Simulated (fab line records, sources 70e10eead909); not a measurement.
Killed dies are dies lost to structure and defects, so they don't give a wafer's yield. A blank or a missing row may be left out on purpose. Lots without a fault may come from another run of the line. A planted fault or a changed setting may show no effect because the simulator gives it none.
A struck lot beside a sound one | flow nand_harc | 21 steps out of a route of 1302
Sound: wafers L507.1, L507.4, L507.6. Struck: wafers L496.1, L496.2, L496.4. The cause comes at the end.
At each step with rows: each side's tool, then ch and its chambers, then its first start. Under that, the readings that differ: sound wafers | struck wafers | difference of the means | sigmas: that difference in standard deviations of wafers without a fault.
alike: readings whose means differ by less than 2 such deviations, and words and numbers that are the same on both sides. not compared: withheld readings, readings that some wafer has no value for, bounds like >300 that may hide the same value, and numbers for which the record gives no deviation and whose values overlap.
The two part at a step that has a row with sigmas, a row that says differs or no value, or rows on one side only. Numbers that don't overlap but have no deviation are shown without sigmas and don't part them. A reading that every wafer of one side lacks parts them only if that side has two wafers or more.

NHARC_A_BLC_CMP_25: polishes, t overpolish 30 s, target thk 150 nm.
  sound on cmp-01 ch 1,2,3, day 32 00:11; struck on cmp-01 ch 0,1,3, day 26 19:32
  alike: motor_current_A, overpolish_run_s, time_to_endpoint_s
then, 1 step without rows for these wafers: NHARC_A_BLC_SRD_27.
NHARC_A_BLC_INSPECT_28:
  sound on defect_inspect-02, day 32 00:33; struck on defect_inspect-01, day 26 19:56
  alike: raw_defect_count
then, 8 steps without rows for these wafers: NHARC_A_M0_DEP_00 (deposits SiOC, target thk 150 nm); NHARC_A_M0_DEHYDRATE_01 (time 120 s); NHARC_A_M0_HMDS_02 (time 30 s); NHARC_A_M0_COAT_33 (time 65 s); NHARC_A_M0_COAT_03 (resist thk 90 nm); NHARC_A_M0_SOFTBAKE_04 (time 55 s); NHARC_A_M0_EBR_05; NHARC_A_M0_EXPOSE_06 (exposes mask A M0, target cd 80 nm).
NHARC_A_M0_PEB_07: peb time 65 s.
  sound on litho_track-06 ch 0, day 32 01:22; struck on litho_track-04 ch 0, day 26 20:37
  reading                  | sound              | struck               | difference | sigmas
  heater_power_total_W (W) | 156.6 156.0 156.3  | 174.3 174.9 174.4    | +18.2      | +43
  plate_temp_C (C)         | 99.96 100.24 99.99 | 108.42 108.29 108.30 | +8.27      | +69
  alike: resist_line_temp_C
then, 1 step without rows for these wafers: NHARC_A_M0_DEVELOP_08 (develop time 35 s).
NHARC_A_M0_CD_MEAS_09: target cd 80 nm.
  sound on cd_sem-02 ch 0, day 32 01:27; struck on cd_sem-01 ch 0, day 26 20:42
  reading    | sound          | struck            | difference | sigmas
  cd_nm (nm) | 80.8 80.2 80.1 | 107.5 107.6 107.4 | +27.1      | +50
NHARC_A_M0_OVL_MEAS_10: pitch 160 nm.
  sound on overlay-02, day 32 01:32; struck on overlay-02, day 26 20:47
  reading           | sound          | struck      | difference | sigmas
  overlay_x_nm (nm) | -1.3 -1.4 -1.6 | 0.6 0.2 0.4 | +1.8       | +3
  alike: overlay_y_nm
NHARC_A_M0_INSPECT_11:
  sound on defect_inspect-02, day 32 01:35; struck on defect_inspect-01, day 26 20:50
  alike: raw_defect_count
NHARC_A_M0_DESCUM_14: chemistry O2, time 3 s.
  sound on rie_diel-02 ch 0,2,3, day 32 01:39; struck on rie_diel-02 ch 0,1,2, day 26 20:53
  reading               | sound            | struck            | difference | sigmas
  model.A_M0.cd_nm (nm) | 81.85 80.91 80.8 | 108.3 107.8 107.4 | +26.6      |
  alike: drypump_motor_current_A, oes_product_au, rf_vpp_V, showerhead_plenum_p_Torr, throttle_valve_pct
  not compared: rf_hours_counter_h
NHARC_A_M0_ETCH_34: etches the open film in N2/H2, target depth 40 nm, overetch 12 nm, time 43.94 s.
  sound on rie_diel-02 ch 2,3, day 32 01:43; struck on rie_diel-02 ch 1,2,3, day 26 20:59
  alike: drypump_motor_current_A, h2_flow_sccm, oes_product_au, rf_vpp_V, showerhead_plenum_p_Torr, throttle_valve_pct
  not compared: rf_hours_counter_h
NHARC_A_M0_ETCH_15: etches the open film in C4F8/Ar, target depth 150 nm, overetch 15 nm, time 82.5 s.
  sound on rie_diel-02 ch 1,2,3; struck on rie_diel-02 ch 1,2,3
  reading               | sound             | struck            | difference | sigmas
  model.A_M0.cd_nm (nm) | 81.67 80.95 80.61 | 108.3 107.4 107.2 | +26.6      |
  alike: oes_product_au, rf_vpp_V
  not compared: rf_hours_counter_h
NHARC_A_M0_CD_MEAS_16:
  sound on cd_sem-02, day 32 01:56; struck on cd_sem-03, day 26 21:11
  reading    | sound          | struck            | difference | sigmas
  cd_nm (nm) | 81.7 80.7 80.6 | 108.3 107.6 107.8 | +26.9      | +35
NHARC_END_SORT_01:
  sound on prober-01 ch 0, day 33 18:52; struck on prober-01 ch 0, day 28 13:44
  reading                  | sound    | struck   | difference | sigmas
  defect_limited_yield (%) | 96 94 95 | 87 89 87 | -7         | -2
  killed_at_array          | 25 32 31 | 80 69 83 | +48        | +2
  killed_dies              | 28 39 37 | 86 73 87 | +47        | +2
  alike: killed_at_other, killed_at_periphery, killed_open, killed_short

WHERE THEY PART
First at NHARC_A_M0_PEB_07; last, within this record, at NHARC_END_SORT_01.

WHY: what the simulator had put in
Process parameter drift: litho_track-04, from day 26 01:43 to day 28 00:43, at NHARC_A_M0_PEB_07. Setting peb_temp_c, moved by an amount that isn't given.
